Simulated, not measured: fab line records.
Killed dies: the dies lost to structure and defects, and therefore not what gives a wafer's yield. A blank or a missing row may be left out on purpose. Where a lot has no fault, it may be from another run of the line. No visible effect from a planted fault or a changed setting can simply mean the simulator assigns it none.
Matching of chambers ; flow nand_harc ; pecvd-04 running NHARC_P_CONTACT_DEP_30: 3 sister chambers
The step deposits SiNx, target thk 30 nm. 3 wafers are shown with their chamber, then 7 later ones without.

EACH WAFER AND ITS CHAMBER
wafer;chamber;heater_power_w (W)
L084.4;0;742
L086.1;2;805
L086.4;1;550

WAFERS MISSING THEIR CHAMBER
wafer;heater_power_w (W)
L086.5;775
L094.3;753
L094.4;743
L094.5;763
L097.1;689
L097.4;691
L097.5;757

WHICH CHAMBER EACH ONE RAN IN
wafer;from the rows above;in truth
L086.5;can't be placed: 2 or 0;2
L094.3;can't be placed: 0 or 2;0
L094.4;can't be placed: 0 or 2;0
L094.5;can't be placed: 0 or 2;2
L097.1;can't be placed: 0 or 2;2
L097.4;can't be placed: 0 or 2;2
L097.5;can't be placed: 0 or 2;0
Correct placement for 0 of the 7. These rows do not allow placing 7 (true chamber among the candidates in 7). 0 placed wrongly.
How it was worked out, from the rows above alone: a wafer's distance from a chamber is the root of the sum, over the readings, of the square of ((its reading less the chamber's mean) divided by the reading's scatter). If the next closest chamber is less than 2 further off than the closest, the wafer can't be placed; otherwise it belongs to the closest. For every chamber, the mean is computed from those of its wafers that are shown. The scatter (one wafer shown for each chamber): square how far every hidden wafer sits from the nearest shown wafer, average those squares and take the square root.
